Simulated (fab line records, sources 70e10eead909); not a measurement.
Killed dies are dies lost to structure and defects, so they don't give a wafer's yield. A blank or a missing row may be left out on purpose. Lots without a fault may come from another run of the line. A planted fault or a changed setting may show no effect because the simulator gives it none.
A struck lot beside a sound one | flow nand_harc | 13 steps out of a route of 1302
Sound: wafers L441.1, L441.3, L441.4. Struck: wafers L451.2, L451.3, L451.5. The cause comes at the end.
At each step with rows: each side's tool, then ch and its chambers, then its first start. Under that, the readings that differ: sound wafers | struck wafers | difference of the means | sigmas: that difference in standard deviations of wafers without a fault.
alike: readings whose means differ by less than 2 such deviations, and words and numbers that are the same on both sides. not compared: withheld readings, readings that some wafer has no value for, bounds like >300 that may hide the same value, and numbers for which the record gives no deviation and whose values overlap.
The two part at a step that has a row with sigmas, a row that says differs or no value, or rows on one side only. Numbers that don't overlap but have no deviation are shown without sigmas and don't part them. A reading that every wafer of one side lacks parts them only if that side has two wafers or more.

first, 1 step without rows for these wafers: NHARC_A_SLIT_SRD_20.
NHARC_A_SLIT_CD_MEAS_21:
  sound on cd_sem-03, day 20 22:38; struck on cd_sem-01, day 24 19:22
  alike: cd_nm
then, 3 steps without rows for these wafers: NHARC_A_SIN_REMOVE_WET_00 (chemistry H3PO4, time 15300 s); NHARC_A_SIN_REMOVE_PRECLEAN_01 (cleans in SC1); NHARC_A_SIN_REMOVE_SRD_02.
NHARC_A_SIN_REMOVE_INSPECT_04:
  sound on defect_inspect-01, day 21 05:13; struck on defect_inspect-01, day 25 01:56
  alike: raw_defect_count
NHARC_A_WL_FILL_ALD_00: deposits Al2O3, target thk 3 nm, pulse time 3 s, ald cycles 30.
  sound on ald_hk-02 ch 0,2,3, day 21 05:19; struck on ald_hk-02 ch 2,3, day 25 02:00
  alike: heater_power_w, precursor_pulse_height_rel
NHARC_A_WL_FILL_RTA_01: time 5 s.
  sound on rtp_anneal-01 ch 0, day 21 05:32; struck on rtp_anneal-01 ch 0, day 25 02:17
  alike: anneal_temp_c_max, lamp_power_pct, lamp_zone_5_pct, wafer_temp_C_max
NHARC_A_WL_FILL_ALD_02: deposits TiN, target thk 2 nm, pulse time 3 s, ald cycles 100.
  sound on ald_metal-01 ch 1,2,3, day 21 05:47; struck on ald_metal-03 ch 0,3, day 25 02:29
  alike: heater_power_w, precursor_pulse_height_rel
NHARC_A_WL_FILL_CVD_03: deposits W, target thk 40 nm, time 279 s.
  sound on cvd_w-01 ch 0,1, day 21 06:14; struck on cvd_w-01 ch 0,1, day 25 02:56
  alike: heater_power_w, throttle_valve_pct
NHARC_A_WL_FILL_ETCHBACK_04: etches the open film in NF3, target depth 60 nm, time 120 s.
  sound on rie_metal-03 ch 0,1, day 21 06:36; struck on rie_metal-03 ch 0,1, day 25 03:20
  reading          | sound             | struck            | difference | sigmas
  run_length_s (s) | 141.7 141.7 141.5 | 125.1 125.2 125.4 | -16.4      | -42
  alike: drypump_motor_current_A, he_backside_leak_sccm, oes_product_au
  not compared: rf_hours_counter_h
NHARC_A_WL_FILL_ETCHBACK_05: etches the open film in Cl2/BCl3, target depth 22 nm, time 60 s.
  sound on rie_metal-03 ch 0,1, day 21 06:49; struck on rie_metal-03 ch 0,1, day 25 03:32
  reading                      | sound       | struck      | difference | sigmas
  he_backside_leak_sccm (sccm) | 3.7 3.6 3.1 | 3.2 6.0 3.2 | +0.7       | +2
  alike: drypump_motor_current_A, oes_product_au, run_length_s
  not compared: rf_hours_counter_h
NHARC_END_SORT_01:
  the record has rows for the sound wafers here (prober-01 ch 0, day 24 23:29) and none for the struck ones

WHERE THEY PART
First at NHARC_A_WL_FILL_ETCHBACK_04; last, within this record, at NHARC_END_SORT_01.

WHY: what the simulator had put in
Process parameter drift: rie_metal-03, from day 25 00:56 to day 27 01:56, at NHARC_A_WL_FILL_ETCHBACK_04. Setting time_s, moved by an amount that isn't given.
